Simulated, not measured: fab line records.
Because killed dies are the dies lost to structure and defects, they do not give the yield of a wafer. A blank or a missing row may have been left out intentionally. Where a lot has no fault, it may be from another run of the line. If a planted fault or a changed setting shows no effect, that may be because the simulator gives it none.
Struck lot and sound lot, side by side | flow nand-harc | 17 out of 1302 route steps
Sound: these wafers, L474.1, L474.4, L474.5. Struck: wafers L477.4, L477.6 (left out: L477.2, a lot-mate that was not struck); the cause follows at the end.
At each step with rows: each side's tool, then ch and its chambers, then its first start. Under that, the readings that differ: sound wafers | struck wafers | difference of the means | sigmas: that difference in standard deviations of wafers without a fault.
alike: a reading whose means differ by less than 2 such deviations, as well as words and numbers matching on both sides. not compared: withheld readings; readings where some wafer has no value; bounds like >300 that might hide an equal value; numbers whose values overlap and for which the record gives no deviation.
Wherever a step has rows on one side only, a row that says differs or no value, or a row with sigmas, the two part there. Numbers that don't overlap but have no deviation are shown without sigmas and don't part them. A reading missing from all wafers of one side parts the sides only when that side holds two or more wafers.

NHARC_A_M0_OVL_MEAS_10: pitch 160 nm.
  sound: overlay-02 at day 26 05:37; struck: overlay-01 at day 27 21:48
  reading           | sound          | struck   | difference | sigmas
  overlay-y-nm (nm) | -1.5 -1.8 -1.7 | -0.1 0.3 | +1.8       | +2
  alike: overlay-x-nm
NHARC_A_M0_INSPECT_11:
  sound: defect-inspect-01 at day 26 05:40; struck: defect-inspect-01 at day 27 21:50
  alike: raw-defect-count
NHARC_A_M0_DESCUM_14: chemistry O2, time 3 s.
  sound on rie-diel-06 ch 0,1,3, day 26 05:44; struck on rie-diel-01 ch 1,2, day 27 21:55
  alike: drypump-motor-current-A, oes-product-au, rf-vpp-V, showerhead-plenum-p-Torr, throttle-valve-pct
  not compared: rf-hours-counter-h
NHARC_A_M0_ETCH_34: etches the open film in N2/H2, target depth 40 nm, overetch 12 nm, time 43.94 s.
  sound on rie-diel-06 ch 1,2,3, day 26 05:48; struck on rie-diel-01 ch 1,2, day 27 21:59
  alike: drypump-motor-current-A, oes-product-au, rf-vpp-V, showerhead-plenum-p-Torr, throttle-valve-pct
  not compared: rf-hours-counter-h
NHARC_A_M0_ETCH_15: etches the open film in C4F8/Ar, target depth 150 nm, overetch 15 nm, time 82.5 s.
  sound on rie-diel-06 ch 1,2,3; struck on rie-diel-01 ch 1
  alike: oes-product-au, rf-vpp-V
  not compared: rf-hours-counter-h
NHARC_A_M0_CD_MEAS_16:
  sound: cd-sem-02 at day 26 06:01; struck: cd-sem-03 at day 27 22:12
  alike: cd-nm
NHARC_A_M0_STRIP_18: strips in N2/H2.
  sound on rie-diel-09 ch 1,3, day 26 06:05; struck on rie-diel-09 ch 0,2, day 27 22:18
  alike: drypump-motor-current-A, oes-product-au, rf-vpp-V, showerhead-plenum-p-Torr, throttle-valve-pct
  not compared: rf-hours-counter-h
then, 1 step without rows for these wafers: NHARC_A_M0_STRIP_19 (strips in post etch residue remover, time 600 s).
NHARC_A_M0_DEGAS_28: time 60 s.
  sound: pvd-sputter-01 at day 26 06:40; struck: pvd-sputter-03 at day 27 22:49
  alike: heater-power-w
then, 3 steps without rows for these wafers: NHARC_A_M0_PRE_CLEAN_29 (time 30 s); NHARC_A_M0_PVD_20 (deposits TaN, target thk 5 nm, time 8.06 s); NHARC_A_M0_PVD_21 (deposits Cu, target thk 30 nm, time 20.49 s).
NHARC_A_M0_ECD_22: material Cu, target thk 400 nm.
  sound on ecd-cu-02 ch 1, day 26 07:05; struck on ecd-cu-01 ch 0,1, day 27 23:13
then, 1 step without rows for these wafers: NHARC_A_M0_ANNEAL_30 (time 90 s).
NHARC_A_M0_CMP_23: polishes, t overpolish 20 s, target thk 113.75 nm.
  sound on cmp-01 ch 0,2,3, day 26 07:47; struck on cmp-03 ch 1,3, day 27 23:57
  reading                | sound    | struck | difference | sigmas
  time-to-endpoint-s (s) | 27 29 28 | 11 12  | -16        | -5
  alike: motor-current-A
NHARC_A_M0_THK_MEAS_24: measures by xrf.
  sound: film-metro-02 at day 26 08:04; struck: film-metro-02 at day 28 00:13
  alike: thk-nm
following that, these wafers have no rows for 1 step: NHARC_END_SORT_01.

== WHERE THEY PART ==
At NHARC_A_M0_OVL_MEAS_10 first; at NHARC_A_M0_CMP_23 last (within this record only). Later steps at which nothing parts them and some readings are alike: NHARC_A_M0_THK_MEAS_24.

WHY: whatever the simulator had introduced
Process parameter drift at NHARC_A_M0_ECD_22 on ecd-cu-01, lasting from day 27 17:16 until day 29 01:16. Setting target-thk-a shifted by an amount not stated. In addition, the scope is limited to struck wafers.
